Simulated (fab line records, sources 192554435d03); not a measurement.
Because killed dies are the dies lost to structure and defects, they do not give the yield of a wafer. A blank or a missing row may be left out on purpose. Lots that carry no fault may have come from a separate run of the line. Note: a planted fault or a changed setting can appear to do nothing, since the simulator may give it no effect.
Matching of chambers    flow n5 finfet    N5_BEOL_M10_DEP_56 on pecvd-01 has 3 sister chambers
The step deposits SiCN from 3MS/NH3, target thk 15 nm, time 26.5 s. 6 wafers are shown with their chamber, then 7 later ones without.

== WAFERS WITH THEIR CHAMBER ==
wafer   chamber  throttle valve pct (%)  showerhead plenum p Torr (Torr)
L083.5  1        10.5                    3.696
L084.2  0        9.0                     3.646
L084.4  2        8.7                     3.661
L084.5  1        10.5                    3.688
L085.1  2        9.0                     3.668
L085.3  0        9.0                     3.636

== WAFERS WITHOUT THEIR CHAMBER ==
wafer   throttle valve pct (%)  showerhead plenum p Torr (Torr)
L085.5  9.0                     3.664
L086.1  9.0                     3.643
L086.4  10.7                    3.686
L086.5  8.8                     3.645
L095.1  8.9                     3.657
L095.3  10.1                    3.682
L095.5  9.1                     3.668

== WHICH CHAMBER EACH WENT THROUGH ==
wafer   from the rows above      in truth
L085.5  2                        2
L086.1  0                        0
L086.4  1                        1
L086.5  can't be placed: 0 or 2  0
L095.1  can't be placed: 2 or 0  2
L095.3  1                        1
L095.5  2                        2
Placed correctly: 5 of 7. Cannot be placed on the basis of these rows: 2; the candidates contain the true chamber in 2. Placed wrongly: 0.
How it was worked out, from the rows above alone: a wafer's distance from a chamber is the root of the sum, over the readings, of the square of ((its reading less the chamber's mean) divided by the reading's scatter). If the next closest chamber is less than 2 further off than the closest, the wafer can't be placed; otherwise it belongs to the closest. Each chamber's mean is taken over the wafers shown for it. The scatter is the square root of a quotient: the sum, over the shown wafers, of each reading's squared deviation from its chamber's mean, divided by wafers minus chambers.
